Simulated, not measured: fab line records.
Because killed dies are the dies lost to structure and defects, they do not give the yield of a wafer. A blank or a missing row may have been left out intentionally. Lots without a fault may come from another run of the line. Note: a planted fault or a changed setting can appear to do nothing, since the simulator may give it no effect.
Matching of chambers || flow nand harc || 3 sister chambers for NHARC_A_CONTACT_DEP_24 on pecvd-01
The step deposits SiO2, target thk 500 nm. 16 wafers are shown with their chamber, then 8 later ones without.

WAFERS, EACH WITH ITS CHAMBER
{"wafer": "L077.2", "chamber": 0, "heater power w (W)": 680, "throttle valve pct (%)": 15.8}
{"wafer": "L077.3", "chamber": 1, "heater power w (W)": 458, "throttle valve pct (%)": 15.6}
{"wafer": "L077.5", "chamber": 1, "heater power w (W)": 333, "throttle valve pct (%)": 15.6}
{"wafer": "L077.1", "chamber": 2, "heater power w (W)": 593, "throttle valve pct (%)": 14.8}
{"wafer": "L077.4", "chamber": 2, "heater power w (W)": 450, "throttle valve pct (%)": 15.3}
{"wafer": "L077.6", "chamber": 0, "heater power w (W)": 687, "throttle valve pct (%)": 15.7}
{"wafer": "L080.2", "chamber": 1, "heater power w (W)": 374, "throttle valve pct (%)": 15.5}
{"wafer": "L080.4", "chamber": 2, "heater power w (W)": 583, "throttle valve pct (%)": 15.0}
{"wafer": "L080.5", "chamber": 0, "heater power w (W)": 592, "throttle valve pct (%)": 15.5}
{"wafer": "L081.2", "chamber": 1, "heater power w (W)": 416, "throttle valve pct (%)": 15.8}
{"wafer": "L081.4", "chamber": 0, "heater power w (W)": 517, "throttle valve pct (%)": 15.8}
{"wafer": "L081.5", "chamber": 1, "heater power w (W)": 423, "throttle valve pct (%)": 15.9}
{"wafer": "L086.3", "chamber": 2, "heater power w (W)": 500, "throttle valve pct (%)": 15.0}
{"wafer": "L086.5", "chamber": 2, "heater power w (W)": 544, "throttle valve pct (%)": 15.3}
{"wafer": "L086.6", "chamber": 0, "heater power w (W)": 516, "throttle valve pct (%)": 15.3}
{"wafer": "L088.2", "chamber": 2, "heater power w (W)": 576, "throttle valve pct (%)": 15.3}

SIGNATURES (means of the wafers above)
{"reading": "heater power w", "chamber 0": 598.40, "chamber 1": 400.80, "chamber 2": 541.00, "scatter within a chamber": 63.8}
{"reading": "throttle valve pct", "chamber 0": 15.620, "chamber 1": 15.680, "chamber 2": 15.117, "scatter within a chamber": 0.201}
Rule: for a wafer and a chamber, the distance is found by dividing, reading by reading, the gap between the wafer's reading and the chamber's mean by the reading's scatter, squaring, summing and taking the root. The wafer belongs to the nearest chamber; if the next one is less than 2 further off, it can't be placed. The scatter: take each reading less its chamber's mean, square it, sum over the shown wafers, divide by the number of wafers less the number of chambers, and take the root.

WAFERS WITHOUT THEIR CHAMBER
{"wafer": "L088.3", "heater power w (W)": 451, "throttle valve pct (%)": 15.8}
{"wafer": "L088.4", "heater power w (W)": 680, "throttle valve pct (%)": 15.8}
{"wafer": "L091.1", "heater power w (W)": 455, "throttle valve pct (%)": 16.4}
{"wafer": "L091.3", "heater power w (W)": 583, "throttle valve pct (%)": 16.1}
{"wafer": "L091.5", "heater power w (W)": 596, "throttle valve pct (%)": 15.9}
{"wafer": "L096.2", "heater power w (W)": 642, "throttle valve pct (%)": 15.8}
{"wafer": "L096.4", "heater power w (W)": 651, "throttle valve pct (%)": 15.8}
{"wafer": "L096.5", "heater power w (W)": 401, "throttle valve pct (%)": 15.3}

WHICH CHAMBER EACH ONE RAN IN
{"wafer": "L088.3", "from the rows above": "can't be placed: 1 or 0", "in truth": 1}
{"wafer": "L088.4", "from the rows above": 0, "in truth": 0}
{"wafer": "L091.1", "from the rows above": "can't be placed: 1 or 0", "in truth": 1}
{"wafer": "L091.3", "from the rows above": "can't be placed: 0 or 1", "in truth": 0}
{"wafer": "L091.5", "from the rows above": "can't be placed: 0 or 1", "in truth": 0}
{"wafer": "L096.2", "from the rows above": 0, "in truth": 0}
{"wafer": "L096.4", "from the rows above": 0, "in truth": 0}
{"wafer": "L096.5", "from the rows above": "can't be placed: 1 or 2 or 0", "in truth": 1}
Correctly placed: 3 of 8. Can't be placed from these rows: 5 (the true chamber is among the candidates in 5). Number placed wrongly: 0.
